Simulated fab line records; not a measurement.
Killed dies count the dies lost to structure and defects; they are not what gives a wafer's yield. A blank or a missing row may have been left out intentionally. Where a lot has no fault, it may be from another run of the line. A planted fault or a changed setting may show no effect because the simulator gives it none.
fab line records    flow nandHarc
record: lots: 6  wafers: 18  lastDay: 33
route steps=1302 shown A_SLIT@925 END@1302
lots with no fault: from the same line, run without faults
startH: start of the lot's first displayed wafer, in hours after the record's first day    waitH: time in hours since the lot's previous step    " same as the row above    L1.1+2: several wafers, shown together as one row    - no value, or no start was given    * or withheld: withheld    < > ~ a bound
route shown NAME@n: a module of which the file shows steps, and the number in the route of the first    usual: mean/standard deviation of fault-free wafers    same: alike in all rows    chamber/n: place in a boat    sites: the reading at each site    _std_site: standard deviation of those values    _edge_site: the outer-site mean with the inner-site mean subtracted    radiusMm: how far each site lies from the wafer's centre    mask NAME#n: copy n    behind: the last tool/chamber to shape the wafer    hold: why the lot was held/for how many hours/how that ended    device: transistor that didn't switch, given as n, p or np    end of line: the route-end tests of the same wafers    a step without rows: its recipe alone    killed: dies lost to structure and defects at the first sort, not the wafer's yield    map: the dies of a wafer, with x for killed, . for not killed, _ for no die there
set.NAME: the setting that was run; set.NAME@STEP: the one run at that earlier step    model.NAME: the simulator's own value behind a step, which no gauge read
certain route steps with their lots: each step a table, each wafer a row
services: a tool's chamber out of use, with start hour (startH, from the record's first day; less than 0 if before it), hours out, and reason
== steps ==
step: NHARC_A_SLIT_DEHYDRATE_01
recipe: tempC: 150  timeS: 120
step: NHARC_A_SLIT_HMDS_02
recipe: timeS: 30
step: NHARC_A_SLIT_COAT_03
recipe: spinRpm: 1500  resistThkNm: 90
step: NHARC_A_SLIT_SOFTBAKE_04
recipe: tempC: 105  timeS: 55
step: NHARC_A_SLIT_EBR_05
step: NHARC_A_SLIT_EXPOSE_06
recipe: na: 1.35  doseMj: 60.82  maskId: SLIT
step: NHARC_A_SLIT_PEB_07
recipe: pebTempC: 100  pebTimeS: 65
step: NHARC_A_SLIT_DEVELOP_08
recipe: developTimeS: 35  devTempC: 23
step: NHARC_A_SLIT_CD_MEAS_09
recipe: targetCdNm: 300  landingEnergyEv: 500
usual: cdNm: 300.4/0.72
lot.wafer  tool      chamber  startH  waitH  cdNm
L359.2     cdSem-03  0        457.30  -      301.4
L359.4     "         0        "       "      301.9
L359.5     "         0        "       "      301.5
L358.3     cdSem-01  0        457.88  -      300.3
L358.4     "         0        "       "      301.3
L358.6     "         0        "       "      299.7
L363.1     cdSem-01  0        519.80  -      300.1
L363.3     "         0        "       "      300.8
L363.6     "         0        "       "      301.4
L369.1     cdSem-03  0        569.11  -      299.2
L369.3     "         0        "       "      300.4
L369.5     "         0        "       "      299.5
L378.2     cdSem-01  0        668.28  -      301.6
L378.3     "         0        "       "      301.7
L378.6     "         0        "       "      301.0
L380.2     cdSem-02  0        688.75  -      300.2
L380.5     "         0        "       "      301.2
L380.6     "         0        "       "      301.0
step: NHARC_A_SLIT_OVL_MEAS_10
usual: overlayXNm: -0.4/0.89  overlayYNm: -0.1/0.56
lot.wafer  tool        chamber  startH  waitH  overlayXNm  overlayYNm
L359.2     overlay-02  -        457.39  -      0.7         -1.2
L359.4     "           -        "       "      0.6         -0.9
L359.5     "           -        "       "      0.5         -0.8
L358.3     overlay-01  -        457.96  -      1.4         -1.0
L358.4     "           -        "       "      1.7         0.2
L358.6     "           -        "       "      1.4         -0.2
L363.1     overlay-02  -        519.89  -      -0.1        0.2
L363.3     "           -        "       "      -0.1        0.6
L363.6     "           -        "       "      0.5         0.7
L369.1     overlay-01  -        569.20  -      0.0         0.0
L369.3     "           -        "       "      0.4         0.0
L369.5     "           -        "       "      -0.2        -0.2
L378.2     overlay-01  -        668.36  -      -0.7        0.2
L378.3     "           -        "       "      -0.5        -0.4
L378.6     "           -        "       "      -0.4        -0.1
L380.2     overlay-02  -        688.84  -      -0.5        -1.8
L380.5     "           -        "       "      -0.7        -1.7
L380.6     "           -        "       "      0.1         -1.3
step: NHARC_A_SLIT_INSPECT_11
usual: rawDefectCount: 58/29
lot.wafer  tool              chamber  startH  waitH  rawDefectCount
L359.2     defectInspect-02  -        457.42  0.0    18
L359.4     "                 -        "       "      19
L359.5     "                 -        "       "      21
L358.3     defectInspect-01  -        458.00  0.0    84
L358.4     "                 -        "       "      73
L358.6     "                 -        "       "      70
L363.1     defectInspect-02  -        519.92  0.0    114
L363.3     "                 -        "       "      122
L363.6     "                 -        "       "      123
L369.1     defectInspect-01  -        569.23  0.0    76
L369.3     "                 -        "       "      88
L369.5     "                 -        "       "      91
L378.2     defectInspect-02  -        668.40  0.0    20
L378.3     "                 -        "       "      25
L378.6     "                 -        "       "      23
L380.2     defectInspect-02  -        688.88  0.0    8
L380.5     "                 -        "       "      4
L380.6     "                 -        "       "      6
step: NHARC_A_SLIT_DESCUM_14
recipe: timeS: 3  o2FlowSccm: 200  arFlowSccm: 0  biasPowerW: 0  chemistry: O2
usual: drypumpMotorCurrentA: 5.6/0.46  mfcArSccm: 0.006/0.013  oesProductAu: 0.996/0.014  rfVppV: 57.7/0.88  showerheadPlenumPTorr: 1.90/0.065  throttleValvePct: 11.312/0.0095
same: timeS: 3
lot.wafer  tool        chamber  startH  waitH  drypumpMotorCurrentA  mfcArSccm  oesProductAu  rfHoursCounterH  rfVppV  showerheadPlenumPTorr  throttleValvePct
L359.2     rieDiel-10  2        457.49  0.1    5.2                   0          0.979         1.7              57.0    1.89                   11.324
L359.4     "           0        "       "      5.9                   0.036      1.002         2.2              57.5    1.95                   11.323
L359.5     "           1        "       "      5.6                   0          1.001         -                57.7    1.80                   11.311
L358.4     rieDiel-04  2        458.06  0.1    4.8                   0          1.001         5.5              58.8    1.80                   11.319
L358.3     "           3        "       "      5.9                   0          1.011         6.2              57.5    1.96                   11.307
L358.6     "           1        "       "      6.1                   0          0.977         -                57.1    2.00                   11.294
L363.3     rieDiel-04  1        519.99  0.1    6.1                   0          0.983         7.3              58.7    2.00                   11.292
L363.1     "           3        "       "      5.9                   0          0.988         8.7              59.2    1.96                   11.318
L363.6     "           2        "       "      4.7                   0          0.988         -                58.2    1.80                   11.300
L369.1     rieDiel-12  1        569.29  0.1    5.8                   0          1.008         6.6              56.2    1.85                   11.316
L369.3     "           3        "       "      5.1                   0.000      0.984         7.2              56.5    1.97                   11.322
L369.5     "           2        "       "      5.6                   0          0.972         -                57.1    1.89                   11.292
L378.2     rieDiel-04  1        668.46  0.1    6.1                   0          0.993         6.3              59.6    1.99                   11.307
L378.3     "           2        "       "      4.7                   0          0.988         8.2              56.6    1.80                   11.311
L378.6     "           2        "       "      4.7                   0          0.990         -                56.3    1.80                   11.314
L380.2     rieDiel-04  3        688.94  0.1    5.9                   0          1.027         9.9              56.1    1.96                   11.307
L380.5     "           2        "       "      4.7                   0          0.986         -                57.0    1.80                   11.321
L380.6     "           3        "       "      5.9                   0          1.025         -                58.1    1.96                   11.309
step: NHARC_A_SLIT_ETCH_24
recipe: targetDepthA: 1210  timeS: 60.5  cf4FlowSccm: 100  chf3FlowSccm: 30  arFlowSccm: 0  rfW: 500  biasW: 200  chemistry: CF4/CHF3
usual: biasW: 200.1/0.61  drypumpMotorCurrentA: 5.7/0.47  mfcArSccm: 0.007/0.013  oesProductAu: 0.964/0.017  rfVppV: 370.3/1.8  runLengthS: 81.8/0.43  showerheadPlenumPTorr: 1.57/0.05  throttleValvePct: 16.802/0.0096
lot.wafer  tool        chamber  startH  waitH  biasW  drypumpMotorCurrentA  mfcArSccm  oesProductAu  rfHoursCounterH  rfVppV  runLengthS  showerheadPlenumPTorr  throttleValvePct
L359.2     rieDiel-10  1        457.58  0.1    200.3  5.7                   0          0.955         1.7              367.3   82.3        1.48                   16.797
L359.4     "           2        "       "      199.6  5.3                   0          0.934         1.7              371.1   81.7        1.55                   16.796
L359.5     "           0        "       "      199.6  5.8                   0.036      0.975         -                372.0   82.2        1.60                   16.786
L358.4     rieDiel-04  3        458.15  0.1    200.1  5.9                   0          0.995         6.3              372.7   80.9        1.61                   16.814
L358.3     "           0        "       "      199.4  5.7                   0.032      0.977         5.2              369.9   81.6        1.56                   16.807
L358.6     "           1        "       "      200.4  6.1                   0          0.954         -                372.1   81.5        1.64                   16.799
L363.1     rieDiel-04  3        520.08  0.1    199.5  5.9                   0          0.985         8.7              370.3   81.0        1.61                   16.811
L363.3     "           0        "       "      200.1  5.7                   0.032      0.977         7.7              369.8   81.7        1.56                   16.800
L363.6     "           2        "       "      200.6  4.7                   0          0.957         -                367.0   82.0        1.48                   16.799
L369.1     rieDiel-12  0        569.39  0.1    199.8  5.9                   0.005      0.983         7.8              369.4   81.9        1.53                   16.803
L369.3     "           2        "       "      200.1  5.5                   0          0.939         6.9              369.7   81.5        1.55                   16.788
L369.5     "           3        "       "      200.5  5.0                   0.000      0.965         -                371.7   81.5        1.62                   16.793
L378.2     rieDiel-04  0        668.56  0.1    -      5.7                   0.032      0.942         7.3              370.4   70.1        1.56                   16.801
L378.3     "           1        "       "      198.6  6.2                   0          0.932         6.3              371.1   81.6        1.64                   16.802
L378.6     "           3        "       "      201.2  5.9                   0          0.976         -                371.6   81.6        1.61                   16.809
L380.2     rieDiel-04  2        689.03  0.1    199.9  4.7                   0          0.943         8.9              367.5   81.6        1.48                   16.801
L380.6     "           0        "       "      -      5.7                   0.032      0.967         -                369.4   70.1        1.56                   16.810
L380.5     "           1        "       "      200.3  6.2                   0          0.968         -                370.8   81.6        1.64                   16.796
step: NHARC_A_SLIT_ETCH_15
recipe: targetDepthA: 62000  overEtchFrac: 0.3  timeS: 1612  ionEnergyEv: 150  o2FlowSccm: 400  cosFlowSccm: 20  arFlowSccm: 0  rfW: 500  biasW: 300  chemistry: O2/COS
usual: biasW: 300.1/0.99  drypumpMotorCurrentA: 5.7/0.45  mfcArSccm: 0.007/0.013  oesProductAu: 0.999/0.014  rfVppV: 313.8/1.6  runLengthS: 1633.3/0.45  showerheadPlenumPTorr: 3.10/0.099  throttleValvePct: 28.331/0.0091
same: timeS: 1612
lot.wafer  tool        chamber  startH  waitH  biasW  drypumpMotorCurrentA  mfcArSccm  oesProductAu  rfHoursCounterH  rfVppV  runLengthS  showerheadPlenumPTorr  throttleValvePct
L359.2     rieDiel-10  3        -       -      299.8  6.4                   0          1.010         2.5              313.8   1633.2      3.19                   28.320
L359.4     "           0        "       "      298.2  5.8                   0.036      0.996         2.5              316.4   1633.7      3.17                   28.332
L359.5     "           0        "       "      298.8  5.8                   0.036      1.002         -                314.0   1633.6      3.17                   28.335
L358.3     rieDiel-04  0        -       -      300.1  5.7                   0.032      1.005         5.5              313.0   1633.2      3.09                   28.323
L358.4     "           2        "       "      299.8  4.7                   0          1.009         5.7              310.3   1632.8      2.95                   28.341
L358.6     "           0        "       "      301.4  5.7                   0.032      1.004         -                314.6   1633.2      3.09                   28.327
L363.1     rieDiel-04  1        -       -      299.7  6.2                   0          1.000         7.6              315.6   1633.2      3.25                   28.332
L363.3     "           0        "       "      299.2  5.8                   0.032      1.002         8.0              312.9   1633.6      3.09                   28.330
L363.6     "           1        "       "      301.2  6.2                   0          0.990         -                316.2   1633.0      3.25                   28.327
L369.3     rieDiel-12  3        -       -      300.9  5.1                   0.000      0.987         7.4              316.4   1633.5      3.21                   28.312
L369.1     "           0        "       "      298.4  5.9                   0.005      0.999         8.0              314.7   1633.8      3.04                   28.322
L369.5     "           2        "       "      300.9  5.6                   0          0.986         -                313.8   1632.8      3.08                   28.327
L378.3     rieDiel-04  2        -       -      301.3  4.7                   0          1.003         8.4              312.0   1633.3      2.94                   28.312
L378.2     "           3        "       "      300.3  5.9                   0          1.025         9.4              314.3   1632.7      3.19                   28.332
L378.6     "           0        "       "      298.5  5.7                   0.032      1.015         -                313.4   1633.5      3.09                   28.326
L380.2     rieDiel-04  2        -       -      299.9  4.7                   0          0.985         9.2              309.9   1632.8      2.94                   28.329
L380.6     "           3        "       "      298.0  5.9                   0          1.013         -                313.6   1632.8      3.19                   28.323
L380.5     "           0        "       "      300.2  5.7                   0.032      0.996         -                313.8   1633.8      3.09                   28.337
step: NHARC_END_SORT_01
recipe: tempC: 25
usual: killedAtArray: 55/17  killedAtOther: 0.9/1.2  killedAtPeriphery: 3.7/2.5  killedDies: 59/18  killedOpen: 3.4/1.9  killedShort: 2.6/1.6
same: grossDies: 677
lot.wafer  tool       chamber  startH  waitH  killedAtArray  killedAtOther  killedAtPeriphery  killedDies  killedOpen  killedShort
L378.2     prober-02  0        779.63  2.8    126            2              4                  132         2           4
L380.6     prober-01  0        802.51  4.0    111            0              1                  112         4           4
killed by level:class
L378.2 A_SLIT:areaEtch=90 A_SLIT:chamberFilmFlake=11 A_CHANNEL_HOLE_D1:chamberFilmFlake=8 A_CONTACT:chamberFilmFlake=6 A_DECK1_JOINT:chamberFilmFlake=3 A_ONON_D2:geometricParticle:short=2 P_M1:chamberFilmFlake=2 P_CONTACT:geometricParticle:short=1
L380.6 A_SLIT:areaEtch=75 A_SLIT:chamberFilmFlake=22 A_CONTACT:chamberFilmFlake=3 A_ONON_D1:geometricParticle:short=2 A_WL_FILL:geometricParticle:short=2 A_WL_FILL:geometricParticle:open=2 A_CHANNEL_HOLE_D1:chamberFilmFlake=2 A_ONON_D1:geometricParticle:open=1
map L378.2 (x killed, . not)
____________.____________
_________x....x._________
_______...x......._______
______..........x..______
_____.......x.....x._____
____...........x.....____
____x.....x....xx...x____
___..........x.x.x.x..___
___.....x...xx........___
__....xx......x......x.__
__....xx.x........xxx..__
_.x...x......x...x..x..._
_...xxxx.x..xxxx.....x.._
_...x..x.....x....x.x.xx_
_..x..x..x....x.x...x..._
_........x...x.xx......._
........xxxx..xx.x..x....
.....x.xxxx.x...x....x...
........x.x...........x..
...x...x.x.x.....x.xx....
.....xx.x..xx.....xx..xxx
_........xx..xx.x......._
_.x........xx..xx...x..._
_...............x......._
_...........x.x.x......x_
_.......x.....x.x......._
__......x.x......x.....__
__........xx...x....x..__
___..............x....___
___...............x...___
____........x..x.....____
____....x............____
_____..............._____
______......x......______
_______.x........x_______
_________......x_________
____________.____________
map L380.6 (x killed, . not)
____________.____________
_________xxx...._________
_______xxxxx......_______
______.xxxxx.....x.______
_____xxxxxx.....x..._____
____xx.x........x...x____
____.xx.x....x.....xx____
___....x.............x___
___...x...........x...___
__...................xx__
__.....................__
_............x..xx.x.x.x_
_x.....................x_
_..........xx....x.x.x.._
_......x..............xx_
_.......x........xx...x._
............x..x..xxx....
...x............x...xx.x.
.....................xx..
.....x..x...............x
.....xx.x.x........xxx.xx
_......x....x........x.._
_.......x.....x........._
_............x...x......_
_......x...........x...._
_........xx.....x..x...._
__....................x__
__...............x..x..__
___.x...x..........xx.___
___....x....x.........___
____...x....x......x.____
____......x....x.....____
_____.......x......._____
______............x______
_______.........x._______
_________......._________
____________.____________
== services ==
tool        chamber  startH  hours  kind
rieDiel-04  0        437.47  -      clean
rieDiel-04  1        437.47  -      clean
rieDiel-04  2        437.47  -      clean
rieDiel-04  3        437.47  -      clean
rieDiel-12  -        445.40  9.0    pm
rieDiel-04  0        461.97  -      clean
rieDiel-04  1        461.97  -      clean
rieDiel-04  2        461.97  -      clean
rieDiel-04  3        461.97  -      clean
rieDiel-04  2        471.33  2.9    repair
rieDiel-10  3        484.03  7.7    repair
rieDiel-04  0        486.47  -      clean
rieDiel-04  1        486.47  -      clean
rieDiel-04  2        486.47  -      clean
rieDiel-04  3        486.47  -      clean
rieDiel-12  1        505.49  7.7    repair
rieDiel-04  0        510.97  -      clean
rieDiel-04  1        510.97  -      clean
rieDiel-04  -        531.97  9.0    pm
rieDiel-10  0        570.28  1.5    repair
rieDiel-10  2        592.47  8.4    repair
rieDiel-10  -        596.50  9.0    pm
rieDiel-10  -        620.45  0.6    repair
rieDiel-12  -        622.40  9.0    pm
== key ==
firstSign: step: NHARC_A_SLIT_ETCH_24  reading: runLengthS  direction: down  sigmas: 27  usual: *  struck: *
effect: step: NHARC_END_SORT_01  reading: killedAtArray  direction: up  sigmas: 3.7  usual: 55  struck: 118
moreKillsBornAt: NHARC_A_SLIT_ETCH_24@rieDiel-04: 165
metAt NHARC_A_SLIT_ETCH_24
struckWafers L378.2,L380.6
testerLeftOut L378,L380
onsetBetween 520.08 668.56
fault: kind: processParameterDrift  tool: rieDiel-04  chamber: 0  onsetH: 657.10  steps: NHARC_A_SLIT_ETCH_24  channel: timeS  offset: *  shape: step  endH: 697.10  actsIn: *  stated: *
testerLeftOut: of these lots the tester's yield and bins aren't shown, on N5 and GAA mostly nor the transistor test; their killed dies are dies lost to structure and defects alone, not to doping, threshold or leakage, so they don't give the yield
